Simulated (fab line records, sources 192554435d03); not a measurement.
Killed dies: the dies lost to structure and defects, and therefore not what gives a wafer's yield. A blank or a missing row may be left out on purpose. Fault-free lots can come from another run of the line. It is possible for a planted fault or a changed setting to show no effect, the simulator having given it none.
The tool behind it: which one? -- flow n5-finfet -- 21 wafers from 7 lots sampled at 5 of the route's 1938 steps

== WHAT EACH GAUGE READ, for each wafer ==
N5_BEOL_M5_CD_MEAS_18: pitch 56 nm, target cd 28 nm.
lot,measured,on,cd-nm (nm)
L614,day 8 13:59,cd-sem-01,27.6 27.4 27.8
L613,day 8 18:16,cd-sem-03,28.1 28.3 28.3
L620,day 10 19:30,cd-sem-03,- - -
L624,day 11 19:10,cd-sem-01,28.1 28.4 28.1
L627,day 12 10:38,cd-sem-01,28.0 28.1 27.9
L629,day 13 06:14,cd-sem-01,28.1 28.0 27.6
L631,day 14 14:07,cd-sem-03,28.2 28.0 28.3

== TOOL THAT RAN EACH LOT (tool first, then ch and the chambers of the sampled wafers, then the start) ==
lot,N5_BEOL_M4_ANNEAL_95,N5_BEOL_M4_SPUTTER_96,N5_BEOL_M5_ILD_DEP_00,N5_BEOL_M5_HM_OPEN_17
L614,"pvd-sputter-02, day 8 09:02","pvd-sputter-02, day 8 09:11","pecvd-01 ch 1,2, day 8 11:16","rie-metal-03 ch 0,1, day 8 13:48"
L613,"pvd-sputter-02, day 8 11:46","pvd-sputter-02, day 8 11:54","pecvd-01 ch 0,1, day 8 13:58","rie-metal-01 ch 0,1, day 8 18:00"
L620,"pvd-sputter-02, day 10 13:02","pvd-sputter-02, day 10 13:11","pecvd-03 ch 0,2, day 10 15:15","rie-metal-01 ch 0,1, day 10 19:19"
L624,"pvd-sputter-03, day 11 13:50","pvd-sputter-03, day 11 13:58","pecvd-04 ch 0,2, day 11 16:11","rie-metal-01 ch 0,1, day 11 18:59"
L627,"pvd-sputter-02, day 12 03:39","pvd-sputter-02, day 12 03:47","pecvd-03 ch 0,2, day 12 05:54","rie-metal-02 ch 0,1, day 12 10:22"
L629,"pvd-sputter-02, day 12 22:59","pvd-sputter-02, day 12 23:08","pecvd-04 ch 0,2, day 13 01:13","rie-metal-02 ch 0,1, day 13 05:56"
L631,"pvd-sputter-03, day 14 07:11","pvd-sputter-03, day 14 07:20","pecvd-03 ch 0,1,2, day 14 09:29","rie-metal-01 ch 0,1, day 14 13:51"
- N5_BEOL_M4_ANNEAL_95: time 240 s.
- N5_BEOL_M4_SPUTTER_96: material Cu, target thk 4.5 nm, time 8.29 s.
- N5_BEOL_M5_ILD_DEP_00: deposits SiCOH lowk from DEMS/porogen, target thk 140.64 nm, time 25.9 s.
- N5_BEOL_M5_HM_OPEN_17: chemistry Cl2/BCl3, target TiN, target depth 20 nm, overetch 6 nm.

== THE ANSWER, worked out from the rows above alone ==
Rule: the lots themselves supply what counts as usual. The widest of any qualifying gaps counts: lots, ordered by their means at a reading, are off when they make up no more than a third of the lots, leave a main group of 4 or more, and stand apart from it by 3 or more times the standard deviation of that group's means. Not used: any main group whose means are identical at the precision the tables above print for the reading. A lot without any number at a reading at which 4 lots or more have one is off too. The other lots that the step has rows for count as sound.
Off: L620 (N5_BEOL_M5_CD_MEAS_18, cd-nm). Without a number there: L620. The main group: mean 28.0 nm, standard deviation 0.22.
A tool fits if, at a process step before that reading, it ran every lot that is off, and no sound lot after the first of them. Gauges at N5_BEOL_M5_CD_MEAS_18: tried the same way as those tools. No candidate that was tried fits.

== WHAT THE SIMULATOR PUT IN ==
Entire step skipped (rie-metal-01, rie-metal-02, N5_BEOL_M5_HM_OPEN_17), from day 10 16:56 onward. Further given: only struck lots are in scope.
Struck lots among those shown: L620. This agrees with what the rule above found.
